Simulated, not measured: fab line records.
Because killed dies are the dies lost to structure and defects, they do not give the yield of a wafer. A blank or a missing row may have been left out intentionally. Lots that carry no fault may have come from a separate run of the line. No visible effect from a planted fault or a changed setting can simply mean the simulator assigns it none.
fab line records    flow nand-harc
record: lots: 12  wafers: 36  last-day: 25
route steps=1159 shown A_STAIRCASE@647
lots that met no fault: taken from a fault-free run of the same line
start-h: hours from the record's first day to the start of the lot's first wafer shown    wait-h: hours from the lot's prior step to this one    " the same as in the row above    L1.1+2: one row covering several wafers at once    - no value, or no start given    * or withheld: withheld    < > ~ a bound
route shown NAME@n: names a module that has steps shown in the file, with the first one's number in the route    usual: average and standard deviation across the fault-free wafers    same: alike in all rows    chamber/n: place in a boat    sites: per-site readings    _std_site: their standard deviation    _edge_site: the outer-site mean with the inner-site mean subtracted    radius-mm: how far each site lies from the wafer's centre    mask NAME#n: copy n    behind: the most recent tool/chamber to have shaped the wafer    hold: the reason the lot was held/the length of the hold in hours/how it ended    device: names the non-switching transistor (n, p or np)    end of line: at the end of the route, the tests of the same wafers    for a step that has no rows: nothing shown but its recipe    killed: not the wafer's yield, but the dies lost to structure and defects at the first sort    map: per-die view of a wafer (x killed, . not killed, _ where there is no die)
set.NAME: the run value of the setting; set.NAME@STEP: its run value at that earlier step    model.NAME: the simulator's own value behind a step, which no gauge read
the route's steps for a sample of lots (tables are steps, rows are wafers)
services: the hour from which a tool's chamber was out of use, counted from the record's first day as start-h (under 0 if before that day), plus the number of hours and why
== steps ==
step: NHARC_A_STAIRCASE_ETCH_253
recipe: target-depth-a: 500  time-s: 20.2  ion-energy-ev: 400  c4f8-flow-sccm: 20  o2-flow-sccm: 10  ar-flow-sccm: withheld  rf-w: 600  bias-w: 1000  chemistry: C4F8/O2
usual: oes-product-au: 0.951/0.018  rf-vpp-V: 898/4.5
same: time-s: 20.2
lot.wafer  tool         chamber  start-h  wait-h  oes-product-au  rf-hours-counter-h  rf-vpp-V
L401.1     rie-diel-08  3        256.94   0.1     0.926           44                  900
L401.2     "            2        "        "       0.931           45                  904
L401.5     "            3        "        "       0.923           -                   900
L403.1     rie-diel-12  2        258.94   0.1     0.929           17                  904
L403.5     "            0        "        "       0.956           -                   895
L403.6     "            1        "        "       0.945           -                   893
L406.4     rie-diel-04  1        271.17   0.1     0.951           60                  899
L406.1     "            3        "        "       0.945           52                  895
L406.6     "            1        "        "       0.951           -                   901
L404.3     rie-diel-08  2        271.19   0.1     0.961           52                  902
L404.1     "            3        "        "       0.970           51                  900
L404.6     "            0        "        "       0.993           -                   894
L405.4     rie-diel-04  2        276.65   0.1     0.918           60                  897
L405.3     "            0        "        "       0.930           58                  896
L405.5     "            2        "        "       0.923           -                   896
L407.1     rie-diel-12  2        295.08   0.1     0.947           30                  905
L407.6     "            0        "        "       0.939           -                   892
L407.5     "            1        "        "       0.951           -                   893
L410.3     rie-diel-12  1        301.31   0.1     0.965           33                  893
L410.2     "            0        "        "       0.978           28                  891
L410.5     "            2        "        "       0.963           -                   903
L412.2     rie-diel-08  3        329.76   0.1     0.943           9                   900
L412.3     "            0        "        "       0.945           10                  894
L412.6     "            0        "        "       0.959           -                   895
L414.1     rie-diel-12  3        330.64   0.1     0.940           41                  903
L414.3     "            0        "        "       0.942           37                  893
L414.5     "            1        "        "       0.940           -                   893
L417.2     rie-diel-12  2        356.36   0.1     0.970           53                  904
L417.1     "            0        "        "       0.949           48                  893
L417.6     "            2        "        "       0.968           -                   901
L424.1     rie-diel-12  0        389.14   0.1     0.969           0                   893
L424.5     "            3        "        "       0.946           -                   902
L424.6     "            0        "        "       0.965           -                   892
L423.3     rie-diel-12  1        389.82   0.1     0.993           0                   894
L423.5     "            2        "        "       1.003           -                   903
L423.6     "            3        "        "       0.960           -                   901
step: NHARC_A_STAIRCASE_ETCH_294
recipe: target-depth-a: 49920  time-s: 1212.4  ion-energy-ev: 800  c4f8-flow-sccm: 80  o2-flow-sccm: 60  ar-flow-sccm: withheld  rf-w: 600  bias-w: 3000  chemistry: C4F8/O2/Ar
usual: oes-product-au: 0.932/0.012  rf-vpp-V: 1832/7.7
same: time-s: 1212.4
lot.wafer  tool         chamber  start-h  wait-h  oes-product-au  rf-hours-counter-h  rf-vpp-V
L401.2     rie-diel-04  0        -        -       0.929           50                  1830
L401.1     "            1        "        "       0.933           55                  1833
L401.5     "            0        "        "       0.932           -                   1830
L403.1     rie-diel-08  1        -        -       0.935           44                  1841
L403.5     "            2        "        "       0.927           -                   1840
L403.6     "            3        "        "       0.928           -                   1836
L406.4     rie-diel-04  0        -        -       0.952           57                  1829
L406.1     "            1        "        "       0.947           63                  1834
L406.6     "            3        "        "       0.946           -                   1825
L404.1     rie-diel-12  1        -        -       0.956           23                  1821
L404.3     "            2        "        "       0.942           24                  1843
L404.6     "            0        "        "       0.940           -                   1821
L405.4     rie-diel-04  1        -        -       0.921           65                  1834
L405.3     "            0        "        "       0.936           60                  1829
L405.5     "            2        "        "       0.916           -                   1829
L407.1     rie-diel-08  2        -        -       0.926           61                  1841
L407.5     "            1        "        "       0.919           -                   1840
L407.6     "            2        "        "       0.912           -                   1839
L410.2     rie-diel-12  2        -        -       0.949           34                  1844
L410.3     "            3        "        "       0.923           32                  1841
L410.5     "            3        "        "       0.934           -                   1840
L412.3     rie-diel-08  0        -        -       0.938           12                  1822
L412.2     "            1        "        "       0.943           12                  1840
L412.6     "            1        "        "       0.938           -                   1840
L414.1     rie-diel-12  0        -        -       0.912           39                  1820
L414.3     "            1        "        "       0.922           43                  1822
L414.5     "            3        "        "       0.918           -                   1839
L417.1     rie-diel-12  3        -        -       0.922           54                  1840
L417.2     "            1        "        "       0.925           55                  1819
L417.6     "            0        "        "       0.933           -                   1819
L424.1     rie-diel-04  3        -        -       0.950           34                  1823
L424.5     "            2        "        "       0.943           -                   1826
L424.6     "            3        "        "       0.944           -                   1823
L423.3     rie-diel-08  0        -        -       0.934           37                  1820
L423.5     "            3        "        "       0.924           -                   1834
L423.6     "            0        "        "       0.941           -                   1821
step: NHARC_A_STAIRCASE_EXPOSE_307
recipe: na: 0.5  dose-mj: 45.72  mask-id: CHOP_50
usual: exposure-dose-mJ-cm2: 45.72/0.043  reticle-temp-C: 22.99/0.098
lot.wafer  tool            chamber  start-h  wait-h  mask       exposure-dose-mJ-cm2  reticle-temp-C
L401.1     krf-scanner-02  0        267.06   -       CHOP_50#0  45.64                 22.90
L401.2     "               0        "        "       CHOP_50#0  45.68                 22.96
L401.5     "               0        "        "       CHOP_50#0  45.72                 23.00
L403.1     krf-scanner-02  0        270.41   -       CHOP_50#0  45.66                 23.15
L403.5     "               0        "        "       CHOP_50#0  45.77                 23.18
L403.6     "               0        "        "       CHOP_50#0  45.76                 23.05
L406.1     krf-scanner-02  0        280.86   -       CHOP_50#0  45.76                 23.07
L406.4     "               0        "        "       CHOP_50#0  45.70                 22.96
L406.6     "               0        "        "       CHOP_50#0  45.71                 22.94
L404.1     krf-scanner-03  0        281.28   -       CHOP_50#0  45.64                 22.84
L404.3     "               0        "        "       CHOP_50#0  45.76                 22.99
L404.6     "               0        "        "       CHOP_50#0  45.72                 22.98
L405.3     krf-scanner-01  0        288.56   -       CHOP_50#0  45.66                 23.18
L405.4     "               0        "        "       CHOP_50#0  45.66                 23.01
L405.5     "               0        "        "       CHOP_50#0  45.70                 23.13
L407.1     krf-scanner-02  0        306.33   -       CHOP_50#0  45.73                 23.09
L407.5     "               0        "        "       CHOP_50#0  45.71                 23.03
L407.6     "               0        "        "       CHOP_50#0  45.72                 23.16
L410.2     krf-scanner-03  0        313.58   -       CHOP_50#0  45.76                 22.90
L410.3     "               0        "        "       CHOP_50#0  45.79                 22.86
L410.5     "               0        "        "       CHOP_50#0  45.75                 23.01
L412.2     krf-scanner-02  0        339.18   -       CHOP_50#0  45.73                 23.12
L412.3     "               0        "        "       CHOP_50#0  45.72                 23.13
L412.6     "               0        "        "       CHOP_50#0  45.70                 23.05
L414.1     krf-scanner-01  0        342.73   -       CHOP_50#0  45.79                 23.10
L414.3     "               0        "        "       CHOP_50#0  45.72                 23.14
L414.5     "               0        "        "       CHOP_50#0  45.77                 23.05
L417.1     krf-scanner-02  0        366.99   -       CHOP_50#0  28.08                 23.09
L417.2     "               0        "        "       CHOP_50#0  28.08                 23.10
L417.6     "               0        "        "       CHOP_50#0  28.11                 23.06
L424.1     krf-scanner-03  0        397.65   -       CHOP_50#0  45.72                 23.09
L424.5     "               0        "        "       CHOP_50#0  45.73                 23.22
L424.6     "               0        "        "       CHOP_50#0  45.75                 23.01
L423.3     krf-scanner-02  0        400.90   -       CHOP_50#0  31.55                 22.97
L423.5     "               0        "        "       CHOP_50#0  31.61                 22.93
L423.6     "               0        "        "       CHOP_50#0  31.61                 22.95
step: NHARC_A_STAIRCASE_STRIP_316
recipe: o2-flow-sccm: 500  ar-flow-sccm: 0  bias-w: 0  chemistry: O2
usual: drypump-motor-current-A: 5.68/0.29  oes-product-au: 0.996/0.011  rf-vpp-V: 57.8/0.91  showerhead-plenum-p-Torr: 3.58/0.11  throttle-valve-pct: 17.036/0.0087
lot.wafer  tool         chamber  start-h  wait-h  drypump-motor-current-A  oes-product-au  rf-hours-counter-h  rf-vpp-V  showerhead-plenum-p-Torr  throttle-valve-pct
L401.2     rie-diel-12  3        -        -       5.19                     0.991           20                  57.2      3.71                      17.033
L401.1     "            0        "        "       5.62                     0.983           16                  58.8      3.44                      17.030
L401.5     "            3        "        "       5.20                     0.997           -                   57.7      3.71                      17.044
L403.1     rie-diel-12  3        -        -       5.18                     1.006           21                  59.0      3.71                      17.043
L403.5     "            1        "        "       6.01                     1.003           -                   57.2      3.45                      17.033
L403.6     "            2        "        "       5.55                     0.985           -                   58.9      3.76                      17.038
L406.1     rie-diel-12  3        -        -       5.25                     0.993           24                  57.6      3.71                      17.038
L406.4     "            1        "        "       6.00                     0.996           24                  57.4      3.45                      17.031
L406.6     "            3        "        "       5.22                     0.992           -                   58.4      3.71                      17.031
L404.1     rie-diel-04  2        -        -       6.18                     0.992           62                  58.8      3.55                      17.034
L404.3     "            0        "        "       5.57                     0.996           60                  56.3      3.57                      17.033
L404.6     "            1        "        "       5.65                     0.998           -                   59.3      3.63                      17.041
L405.3     rie-diel-08  0        -        -       5.22                     1.000           55                  57.9      3.47                      17.023
L405.4     "            1        "        "       5.71                     1.004           51                  58.1      3.72                      17.034
L405.5     "            2        "        "       5.50                     0.977           -                   58.2      3.70                      17.043
L407.1     rie-diel-04  0        -        -       5.57                     0.977           2                   58.5      3.57                      17.039
L407.6     "            1        "        "       5.65                     0.988           -                   58.1      3.63                      17.033
L407.5     "            2        "        "       6.14                     1.006           -                   57.0      3.55                      17.032
L410.3     rie-diel-04  0        -        -       5.56                     0.988           4                   56.1      3.57                      17.037
L410.2     "            3        "        "       5.76                     1.011           3                   58.0      3.50                      17.025
L410.5     "            0        "        "       5.55                     0.979           -                   57.5      3.57                      17.038
L412.3     rie-diel-12  0        -        -       5.66                     0.998           41                  57.5      3.43                      17.031
L412.2     "            2        "        "       5.55                     1.000           47                  57.8      3.74                      17.036
L412.6     "            1        "        "       6.01                     0.993           -                   58.3      3.44                      17.048
L414.1     rie-diel-04  1        -        -       5.63                     0.990           15                  57.4      3.62                      17.029
L414.3     "            2        "        "       6.20                     0.989           14                  58.2      3.54                      17.043
L414.5     "            0        "        "       5.57                     0.990           -                   56.9      3.56                      17.044
L417.2     rie-diel-04  3        -        -       5.78                     1.026           24                  57.4      3.49                      17.059
L417.1     "            1        "        "       5.70                     0.995           24                  58.2      3.61                      17.051
L417.6     "            3        "        "       5.78                     1.013           -                   57.2      3.49                      17.027
L424.1     rie-diel-12  1        -        -       6.01                     0.991           5                   57.9      3.43                      17.032
L424.6     "            0        "        "       5.65                     1.003           -                   57.9      3.42                      17.038
L424.5     "            1        "        "       6.00                     0.993           -                   58.1      3.43                      17.038
L423.3     rie-diel-08  1        -        -       5.69                     1.002           34                  57.9      3.70                      17.038
L423.5     "            1        "        "       5.71                     0.992           -                   59.4      3.70                      17.037
L423.6     "            2        "        "       5.52                     0.986           -                   57.8      3.68                      17.041
== services ==
tool            chamber  start-h  hours  kind
rie-diel-12     1        235.84   2.4    repair
rie-diel-12     0        235.94   -      clean
rie-diel-12     2        235.94   -      clean
rie-diel-12     3        235.94   -      clean
rie-diel-12     0        245.72   8.6    repair
krf-scanner-01  -        256.00   4.0    pm
rie-diel-12     0        260.44   -      clean
rie-diel-12     1        260.44   -      clean
rie-diel-12     2        260.44   -      clean
rie-diel-12     3        260.44   -      clean
krf-scanner-03  -        283.67   1.9    repair
rie-diel-12     0        285.58   -      clean
rie-diel-04     -        288.92   9.0    pm
krf-scanner-01  -        290.33   28.5   repair
rie-diel-08     -        301.86   9.0    pm
krf-scanner-03  -        310.03   0.9    repair
rie-diel-08     -        312.16   1.9    repair
krf-scanner-03  -        329.87   10.1   repair
rie-diel-08     1        338.56   8.3    repair
krf-scanner-03  -        340.01   4.0    pm
krf-scanner-01  -        347.85   6.7    repair
krf-scanner-02  -        354.51   0.3    repair
krf-scanner-03  -        375.47   2.4    repair
krf-scanner-02  -        382.00   4.0    pm
== key ==
first-sign: step: NHARC_A_STAIRCASE_EXPOSE_307  reading: exposure-dose-mJ-cm2  direction: down  sigmas: 99+  usual: 45.72  struck: 29.84
effect none on later readings
met-at NHARC_A_STAIRCASE_EXPOSE_307
struck-lots L417,L423
tester-left-out L417,L423
loop-trim: step: NHARC_A_STAIRCASE_EXPOSE_307  setting: dose  lots: L423
not-acting-at NHARC_A_STAIRCASE_ETCH_253,NHARC_A_STAIRCASE_ETCH_294,NHARC_A_STAIRCASE_STRIP_316
onset-between 339.18 366.99
fault: kind: process-parameter-drift  tool: krf-scanner-02  chamber: -  onset-h: 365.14  steps: NHARC_A_STAIRCASE_EXPOSE_307  channel: dose-mj  offset: -17.618  shape: step  acts-in: these-recipes-only  stated: 45.72
tester-left-out: of these lots the tester's yield and bins aren't shown, on N5 and GAA mostly nor the transistor test; their killed dies are dies lost to structure and defects alone, not to doping, threshold or leakage, so they don't give the yield
loop-trim: a control loop set the setting to another value than it would have without faults
